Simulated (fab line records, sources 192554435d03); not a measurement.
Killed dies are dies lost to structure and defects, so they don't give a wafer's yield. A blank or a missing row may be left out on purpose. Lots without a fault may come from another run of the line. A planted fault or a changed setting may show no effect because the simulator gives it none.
A struck lot beside a sound one | flow n5_finfet | 38 steps out of a route of 1938
Sound: wafers L621.1, L621.5, L621.6. Struck: wafers L633.1, L633.3, L633.6. The cause comes at the end.
At each step with rows: each side's tool, then ch and its chambers, then its first start. Under that, the readings that differ: sound wafers | struck wafers | difference of the means | sigmas: that difference in standard deviations of wafers without a fault.
alike: readings whose means differ by less than 2 such deviations, and words and numbers that are the same on both sides. not compared: withheld readings, readings that some wafer has no value for, bounds like >300 that may hide the same value, and numbers for which the record gives no deviation and whose values overlap.
The two part at a step that has a row with sigmas, a row that says differs or no value, or rows on one side only. Numbers that don't overlap but have no deviation are shown without sigmas and don't part them. A reading that every wafer of one side lacks parts them only if that side has two wafers or more.

first, 9 steps without rows for these wafers: N5_HKMG_FIN_DEVELOP_11 (develop time 30 s); N5_HKMG_FIN_DESCUM_17 (chemistry O2, time 7.9 s); N5_HKMG_FIN_ETCH_31 (etches SiARC in CF4, target depth 45.5 nm, time 75.8 s); N5_HKMG_FIN_ETCH_32 (etches SOC in N2/H2, target depth 240 nm, time 300 s); N5_HKMG_FIN_STRIP_33 (strips in N2/H2); N5_HKMG_FIN_STRIP_34 (strips in CF4); N5_HKMG_FIN_ETCH_35 (etches SOC in N2/H2, target depth 215.8 nm, time 243.4 s); N5_HKMG_FIN_STRIP_92 (strips SOC in N2/H2, time 20 s); N5_HKMG_FIN_WET_ETCH_18 (etches TiN in SC1, time 55 s, target depth 5.2 nm, rinse time 30 s).
N5_HKMG_FIN_STRIP_19: strips in N2/H2, time 360 s.
  sound on plasma_asher-01 ch 0,1, day 4 15:20; struck on plasma_asher-02 ch 0,1, day 7 21:27
  alike: drypump_motor_current_A, heater_power_w
  not compared: rf_hours_counter_h
then, 27 steps without rows for these wafers: N5_HKMG_FIN_ALD_91 (deposits TiN, target thk 1 nm, pulse time 1 s, purge time 3 s); N5_HKMG_FIN_COAT_85 (time 60 s, resist thk 300 nm); N5_HKMG_FIN_ETCH_86 (etches SOC in N2/H2, stops on TiN, target depth 393.2 nm); N5_HKMG_FIN_STRIP_89 (strips SOC in N2/H2, time 20 s); N5_HKMG_FIN_WET_ETCH_87 (etches TiN in SC1, time 154.2 s, target depth 4.7 nm, rinse time 30 s); N5_HKMG_FIN_STRIP_88 (strips in N2/H2, time 360 s); N5_HKMG_FIN_NWFM_ALD_20 (deposits TiAlC, target thk 2 nm, pulse time 3 s, purge time 2 s); N5_HKMG_FIN_ALD_71 (deposits TiN, target thk 1 nm, pulse time 1 s, purge time 3 s); N5_HKMG_FIN_COAT_66 (time 60 s, resist thk 300 nm); N5_HKMG_FIN_ETCH_67 (etches SOC in N2/H2, stops on TiN, target depth 388.9 nm); N5_HKMG_FIN_STRIP_90 (strips SOC in N2/H2, time 20 s); N5_HKMG_FIN_WET_ETCH_73 (etches the open film in SC1, time 42.3 s, target depth 1.3 nm, rinse time 30 s); N5_HKMG_FIN_ETCHBACK_68 (etches the open film in Cl2/Ar, stops on HfO2, target depth 0.5 nm); N5_HKMG_FIN_STRIP_69 (strips in N2/H2, time 360 s); N5_HKMG_FIN_ALD_21 (deposits TiN, target thk 1.5 nm, pulse time 1 s, purge time 3 s); N5_HKMG_FIN_ALD_72 (deposits W, target thk 2 nm, pulse time 1 s, purge time 2 s); N5_HKMG_FIN_W_FILL_22 (material W, target thk 60 nm, time 18.2 s); N5_HKMG_FIN_PRECLEAN_83 (cleans in DIW, time 57.5 s); N5_HKMG_FIN_SRD_84 (dry time 32 s); N5_HKMG_FIN_CMP_23 (polishes, stops on SiNx, t overpolish 10 s, target thk 46.326 nm); N5_HKMG_FIN_CMP_94 (polishes, stops on SiNx, t overpolish 4.7 s, target thk 43.299 nm); N5_GATE_CUT_ETCHBACK_00 (etches W in SF6/Cl2); N5_GATE_CUT_ETCH_56 (etches TiN in Cl2/Ar, target depth 21.6 nm); N5_GATE_CUT_ETCHBACK_30 (etches TiN in Cl2/Ar, target depth 3 nm); N5_GATE_CUT_VAPOR_ETCH_60 (etches HfO2 in BCl3/Cl2); N5_GATE_CUT_ETCH_58 (etches SiNx in CH3F/O2, target depth 17 nm, time 128.6 s); N5_GATE_CUT_STRIP_59 (strips in N2/H2, time 20 s).
-- the record jumps here: 8 days lie between the struck wafers' starts before and after (it left off in module GATE_CUT and takes up again in module PASSIVATION, whose first step shown is number 1936 of the route) --
N5_PASSIVATION_PROBE_49:
  the record has rows for the struck wafers here (prober-01, day 16 09:26) and none for the sound ones

WHERE THEY PART
Only at N5_PASSIVATION_PROBE_49, within this record.

WHY: what the simulator had put in
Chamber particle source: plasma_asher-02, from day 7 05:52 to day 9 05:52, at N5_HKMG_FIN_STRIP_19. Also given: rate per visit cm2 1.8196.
